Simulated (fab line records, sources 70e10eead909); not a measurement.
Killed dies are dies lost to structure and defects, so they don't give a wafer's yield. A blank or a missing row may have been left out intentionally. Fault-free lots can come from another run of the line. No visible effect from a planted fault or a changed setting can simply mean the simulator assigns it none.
fab line records	flow nand-harc
record: lots: 12	wafers: 36	last-day: 27
route steps=1159 shown P_M0@265 END@1159
lots untouched by any fault: they come from a run of this same line in which no faults occurred
start-h: hours from the record's first day to the start of the lot's first wafer shown	wait-h: hours since the lot's step before	" repeats the value in the row above	L1.1+2: several wafers, shown together as one row	- no value, or no start was given	* or withheld: withheld	< > ~ a bound
route shown NAME@n: a module of which the file shows steps, and the number in the route of the first	usual: mean/standard deviation taken from wafers without a fault	same: alike in all rows	chamber/n: place in a boat	sites: readings site by site	_std_site: standard deviation of those values	_edge_site: inner sites' mean taken away from outer sites' mean	radius-mm: how far each site lies from the wafer's centre	mask NAME#n: copy n	behind: the last tool/chamber to shape the wafer	hold: reason for holding the lot/hours on hold/outcome of the hold	device: transistor that didn't switch, given as n, p or np	end of line: tests of these same wafers at the route's end	a step given without rows: its recipe and nothing more	killed: at the first sort, the dies lost to defects and structure; wafer yield is something else	map: per-die view of a wafer (x killed, . not killed, _ where there is no die)
set.NAME: setting as actually run; set.NAME@STEP: the setting as run at that earlier step	model.NAME: the simulator's own value behind a step, which no gauge read
one table for each step of the route and one row for each wafer, over a sample of lots
services: when a tool's chamber went out of use (start-h, in hours from the record's first day, below 0 if earlier), for how many hours, and the reason
== steps ==
step: NHARC_P_M0_INSPECT_11
usual: raw-defect-count: 3.4/1.9
lot.wafer	tool	chamber	start-h	wait-h	raw-defect-count
L782.1	defect-inspect-02	-	132.03	0.0	1
L782.4	"	-	"	"	2
L782.6	"	-	"	"	3
L783.1	defect-inspect-02	-	137.27	0.0	5
L783.4	"	-	"	"	5
L783.5	"	-	"	"	4
L784.4	defect-inspect-01	-	144.92	0.0	4
L784.5	"	-	"	"	4
L784.6	"	-	"	"	5
L785.1	defect-inspect-02	-	158.88	0.0	4
L785.2	"	-	"	"	5
L785.4	"	-	"	"	2
L787.2	defect-inspect-02	-	159.28	0.0	2
L787.4	"	-	"	"	2
L787.6	"	-	"	"	3
L789.1	defect-inspect-02	-	168.93	0.0	1
L789.3	"	-	"	"	4
L789.5	"	-	"	"	3
L790.4	defect-inspect-01	-	194.89	0.0	6
L790.5	"	-	"	"	1
L790.6	"	-	"	"	4
L791.2	defect-inspect-02	-	196.30	0.0	6
L791.4	"	-	"	"	7
L791.6	"	-	"	"	3
L799.1	defect-inspect-01	-	233.25	0.1	1
L799.5	"	-	"	"	2
L799.6	"	-	"	"	1
L798.1	defect-inspect-02	-	237.95	0.1	2
L798.2	"	-	"	"	4
L798.5	"	-	"	"	4
L801.2	defect-inspect-01	-	244.81	0.0	3
L801.5	"	-	"	"	5
L801.6	"	-	"	"	4
L802.3	defect-inspect-01	-	261.71	0.0	11
L802.4	"	-	"	"	7
L802.6	"	-	"	"	5
step: NHARC_P_M0_ECD_22
recipe: target-thk-a: 4000	bath-temp-c: 25	material: Cu
lot.wafer	tool	chamber	start-h	wait-h
L782.1+4+6	ecd-cu-02	0,1,1	133.38	-
L783.1+4+5	ecd-cu-02	1	138.73	-
L784.4+6+5	ecd-cu-01	0,1,0	146.46	-
L785.2+1+4	ecd-cu-02	1,0,0	160.23	-
L787.2+4+6	ecd-cu-02	0,1,0	160.87	-
L789.1+3+5	ecd-cu-02	0,1,0	170.41	-
L790.4+5+6	ecd-cu-01	0,0,1	196.34	-
L791.2+4+6	ecd-cu-02	0,1,1	197.75	-
L799.1+5+6	ecd-cu-01	1,1,0	234.61	-
L798.2+1+5	ecd-cu-01	1,0,0	239.29	-
L801.2+5+6	ecd-cu-01	0,0,1	246.18	-
L802.3+4+6	ecd-cu-01	0,1,1	263.15	-
step: NHARC_P_M0_CMP_23
recipe: t-overpolish-s: 20	target-thk-nm: 117.53
usual: motor-current-A: 12.3/1.1	time-to-endpoint-s: 29.4/2.2
lot.wafer	tool	chamber	start-h	wait-h	motor-current-A	time-to-endpoint-s
L782.1	cmp-03	3	134.10	-	13.4	31.9
L782.4	"	1	"	"	12.7	31.2
L782.6	"	0	"	"	12.1	30.6
L783.4	cmp-01	3	139.46	-	11.6	32.9
L783.1	"	1	"	"	13.5	30.7
L783.5	"	3	"	"	12.1	31.0
L784.4	cmp-01	1	147.08	-	13.9	28.9
L784.5	"	0	"	"	10.4	28.6
L784.6	"	1	"	"	13.1	28.7
L785.1	cmp-01	0	160.97	-	10.3	27.9
L785.4	"	1	"	"	13.2	29.6
L785.2	"	3	"	"	11.8	28.7
L787.4	cmp-03	0	161.60	-	11.6	32.6
L787.2	"	2	"	"	13.2	28.8
L787.6	"	3	"	"	13.2	30.2
L789.1	cmp-04	0	171.09	-	10.2	41.5
L789.3	"	2	"	"	12.9	29.3
L789.5	"	0	"	"	10.6	24.7
L790.4	cmp-03	0	197.04	-	11.5	29.4
L790.6	"	1	"	"	12.4	31.4
L790.5	"	2	"	"	12.5	32.0
L791.4	cmp-04	2	198.50	-	12.9	23.6
L791.2	"	0	"	"	10.6	40.1
L791.6	"	3	"	"	11.1	26.6
L799.1	cmp-01	0	235.36	-	10.8	32.6
L799.5	"	0	"	"	9.9	28.6
L799.6	"	1	"	"	12.9	28.6
L798.1	cmp-03	2	240.01	-	12.8	29.0
L798.2	"	1	"	"	13.0	30.2
L798.5	"	2	"	"	13.3	28.8
L801.2	cmp-03	1	246.90	-	13.0	29.9
L801.5	"	1	"	"	12.5	30.5
L801.6	"	2	"	"	13.7	28.3
L802.3	cmp-01	3	263.78	-	12.7	29.3
L802.4	"	0	"	"	10.4	30.6
L802.6	"	0	"	"	10.6	29.8
step: NHARC_P_M0_PRE_CLEAN_31
recipe: time-s: 12	temp-c: 370	rf-power-w: 300	gas: NH3
usual: heater-power-w: 603/53
lot.wafer	tool	chamber	start-h	wait-h	heater-power-w
L782.1	pecvd-04	1	134.64	0.1	588
L782.6	"	1	"	"	594
L782.4	"	0	"	"	530
L783.1	pecvd-04	2	140.02	0.1	642
L783.5	"	1	"	"	540
L783.4	"	0	"	"	581
L784.4	pecvd-04	0	147.64	0.1	553
L784.5	"	1	"	"	564
L784.6	"	2	"	"	577
L785.2	pecvd-04	1	161.52	0.1	585
L785.1	"	2	"	"	628
L785.4	"	0	"	"	582
L787.2	pecvd-04	0	162.26	0.2	630
L787.6	"	1	"	"	572
L787.4	"	2	"	"	644
L789.3	pecvd-03	2	171.63	0.1	631
L789.1	"	1	"	"	584
L789.5	"	2	"	"	615
L790.5	pecvd-03	2	197.55	0.1	674
L790.6	"	0	"	"	601
L790.4	"	1	"	"	604
L791.2	pecvd-01	0	199.06	0.1	676
L791.4	"	2	"	"	635
L791.6	"	0	"	"	673
L799.1	pecvd-01	1	235.92	0.1	619
L799.5	"	2	"	"	667
L799.6	"	0	"	"	628
L798.2	pecvd-04	0	240.55	0.1	597
L798.1	"	2	"	"	591
L798.5	"	0	"	"	604
L801.2	pecvd-03	0	247.46	0.1	578
L801.6	"	2	"	"	718
L801.5	"	0	"	"	577
L802.3	pecvd-01	1	264.34	0.1	552
L802.6	"	1	"	"	564
L802.4	"	2	"	"	669
step: NHARC_P_M0_DEP_32
recipe: target-thk-a: 300	temp-c: 370	target-thk-nm: 30	pressure-torr: 3	flow-sccm: 200	rf-w: 450	material: SiCN
usual: chamber-pressure-Torr: 3.000/0.0067	heater-power-w: 569/61	showerhead-vpp-V: 1330/36
lot.wafer	tool	chamber	start-h	wait-h	chamber-pressure-Torr	heater-power-w	showerhead-vpp-V
L782.1	pecvd-04	1	134.72	0.1	2.990	515	1278
L782.6	"	1	"	"	2.989	516	1292
L782.4	"	0	"	"	2.999	570	1337
L783.1	pecvd-04	2	140.13	0.1	2.996	566	1342
L783.5	"	1	"	"	2.997	519	1290
L783.4	"	0	"	"	2.998	546	1335
L784.4	pecvd-04	0	147.81	0.2	3.001	464	1324
L784.5	"	1	"	"	3.007	538	1266
L784.6	"	2	"	"	3.009	585	1379
L785.2	pecvd-04	1	161.63	0.1	2.988	492	1297
L785.1	"	2	"	"	3.004	556	1355
L785.4	"	0	"	"	3.008	549	1346
L787.2	pecvd-04	0	162.33	0.1	3.006	499	1330
L787.6	"	1	"	"	3.000	535	1281
L787.4	"	2	"	"	2.999	560	1350
L789.3	pecvd-03	2	171.70	0.1	2.999	682	1319
L789.1	"	1	"	"	3.004	546	1415
L789.5	"	2	"	"	3.000	677	1287
L790.5	pecvd-03	2	197.72	0.2	3.006	662	1291
L790.6	"	0	"	"	2.998	437	1286
L790.4	"	1	"	"	3.003	517	1416
L791.2	pecvd-01	0	199.20	0.1	3.000	638	1373
L791.4	"	2	"	"	3.006	635	1336
L791.6	"	0	"	"	3.014	638	1336
L799.1	pecvd-01	1	236.06	0.1	2.992	631	1316
L799.5	"	2	"	"	3.007	549	1325
L799.6	"	0	"	"	3.014	644	1343
L798.2	pecvd-04	0	240.63	0.1	3.000	620	1350
L798.1	"	2	"	"	2.997	599	1349
L798.5	"	0	"	"	2.991	622	1343
L801.2	pecvd-03	0	247.60	0.1	2.998	522	1299
L801.6	"	2	"	"	3.002	708	1292
L801.5	"	0	"	"	2.986	516	1289
L802.3	pecvd-01	1	264.45	0.1	3.009	587	1326
L802.6	"	1	"	"	3.008	584	1325
L802.4	"	2	"	"	3.005	556	1347
step: NHARC_END_SORT_01
recipe: temp-c: 25
usual: defect-limited-yield: 95.4/1.6	killed-at-array: 28/11	killed-at-other: 0.9/1.2	killed-at-periphery: 2.6/2.1	killed-dies: 31/11	killed-open: 3.1/1.7	killed-short: 1.9/1.3	sort_bin_2_pct: 1.5/0.64	sort_bin_3_pct: 0.26/0.21	sort_bin_4_pct: 2.9/1.1	sort-n-pass: 646/11	sort-rim-yield-pct: 96.4/2.3	sort-yield-pct: 95.4/1.6
same: gross-dies: 677	sort_bin_5_pct[%]: 0	sort_bin_6_pct[%]: 0	sort_bin_7_pct[%]: 0	sort_bin_8_pct[%]: 0	sort-rim-n-gross: 106.00
lot.wafer	tool	chamber	start-h	wait-h	defect-limited-yield[%]	killed-at-array	killed-at-other	killed-at-periphery	killed-dies	killed-open	killed-short	sort_bin_2_pct[%]	sort_bin_3_pct[%]	sort_bin_4_pct[%]	sort-n-pass	sort-rim-yield-pct[%]	sort-yield-pct[%]
L789.1	prober-02	0	564.62	2.5	96.3	23	0	2	25	2	1	1.6	0.15	1.9	652	97.2	96.3
L789.3	prober-02	0	566.21	3.1	95.3	32	0	0	32	3	2	2.2	0.30	2.2	645	98.1	95.3
L789.5	prober-02	0	567.80	3.7	94.4	37	0	1	38	6	3	1.9	0.30	3.4	639	97.2	94.4
L791.2	prober-01	0	594.39	2.8	96.8	19	0	3	22	1	2	1.3	0.15	1.8	655	99.1	96.8
L791.4	prober-01	0	596.01	3.4	95.4	29	0	2	31	3	1	1.9	0	2.7	646	94.3	95.4
L791.6	prober-01	0	597.62	4.0	96.9	19	0	2	21	3	1	1.0	0	2.1	656	98.1	96.9
killed by level:class
L789.1 A_CHANNEL_HOLE_D1:chamber-film-flake=12 A_CONTACT:chamber-film-flake=5 A_ZERO_WELL:chamber-film-flake=2 P_CONTACT:geometric-particle:open=1 P_M0:geometric-particle:open=1 A_M0:geometric-particle:short=1 A_STAIRCASE:chamber-film-flake=1 A_WL_FILL:chamber-film-flake=1
L789.3 A_CHANNEL_HOLE_D1:chamber-film-flake=18 A_M0:chamber-film-flake=5 A_ONON_D1:geometric-particle:open=2 A_STAIRCASE:chamber-film-flake=2 A_CONTACT:chamber-film-flake=2 A_SGD_CUT:geometric-particle:open=1 A_CONTACT:geometric-particle:short=1 A_M0:geometric-particle:short=1
L789.5 A_CHANNEL_HOLE_D1:chamber-film-flake=17 A_CONTACT:chamber-film-flake=6 A_M0:chamber-film-flake=4 A_ONON_D1:geometric-particle:short=3 A_WL_FILL:geometric-particle:open=2 A_CONTACT:geometric-particle:open=2 P_CONTACT:geometric-particle:open=1 A_ONON_D1:geometric-particle:open=1
L791.2 A_SLIT:chamber-film-flake=10 A_CHANNEL_HOLE_D1:chamber-film-flake=4 A_WL_FILL:geometric-particle:short=2 P_STI:geometric-particle:open=1 P_ZERO_WELL:chamber-film-flake=1 P_GATE:chamber-film-flake=1 A_STAIRCASE:chamber-film-flake=1 A_WL_FILL:chamber-film-flake=1
L791.4 A_SLIT:chamber-film-flake=12 A_CHANNEL_HOLE_D1:chamber-film-flake=5 A_CHANNEL_FILL_D1:chamber-film-flake=3 A_CONTACT:geometric-particle:open=2 A_WL_FILL:chamber-film-flake=2 A_CONTACT:chamber-film-flake=2 A_M0:geometric-particle:short=1 A_WL_FILL:geometric-particle:open=1
L791.6 A_SLIT:chamber-film-flake=8 A_CHANNEL_HOLE_D1:chamber-film-flake=4 A_WL_FILL:chamber-film-flake=3 P_CONTACT:geometric-particle:open=1 A_ONON_D1:geometric-particle:short=1 A_ONON_D1:geometric-particle:open=1 A_CHANNEL_FILL_D1:geometric-particle:open=1 P_ZERO_WELL:chamber-film-flake=1
== services ==
tool	chamber	start-h	hours	kind
cmp-04	-	110.72	1.8	repair
pecvd-03	-	111.00	13.0	pm
pecvd-03	0	111.00	13.0	vent-cycle
cmp-01	-	122.47	1.8	repair
cmp-03	-	156.00	4.0	pm
cmp-03	-	160.02	0.3	repair
ecd-cu-02	-	180.00	8.0	pm
pecvd-04	-	195.00	13.0	pm
pecvd-04	0	195.00	13.0	vent-cycle
pecvd-04	1	195.00	13.0	vent-cycle
pecvd-04	2	195.00	13.0	vent-cycle
cmp-01	-	198.27	10.9	repair
ecd-cu-02	-	198.63	2.8	repair
cmp-04	-	203.00	4.0	pm
pecvd-04	0	208.00	-	clean
pecvd-04	1	208.00	-	clean
pecvd-04	2	208.00	-	clean
cmp-01	-	217.85	2.2	repair
ecd-cu-02	-	230.77	11.8	repair
pecvd-01	-	237.53	13.0	pm
cmp-01	-	240.85	0.6	repair
cmp-04	-	242.67	4.3	repair
cmp-03	-	254.00	4.0	pm
cmp-03	-	263.44	2.8	repair
== key ==
first-sign: step: NHARC_P_M0_CMP_23	reading: time-to-endpoint-s	direction: up	sigmas: 5.3	usual: *	struck: *
effect none on later readings
met-at NHARC_P_M0_ECD_22
struck-lots L789,L791
struck-wafers L789.1,L791.2
not-acting-at NHARC_P_M0_INSPECT_11,NHARC_P_M0_PRE_CLEAN_31,NHARC_P_M0_DEP_32
onset-between 160.87 170.41
fault: kind: process-parameter-drift	tool: ecd-cu-02	chamber: -	onset-h: 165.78	steps: NHARC_P_M0_ECD_22	channel: target-thk-a	offset: *	shape: step	end-h: 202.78	scope: struck-wafers-only	acts-in: *	stated: *
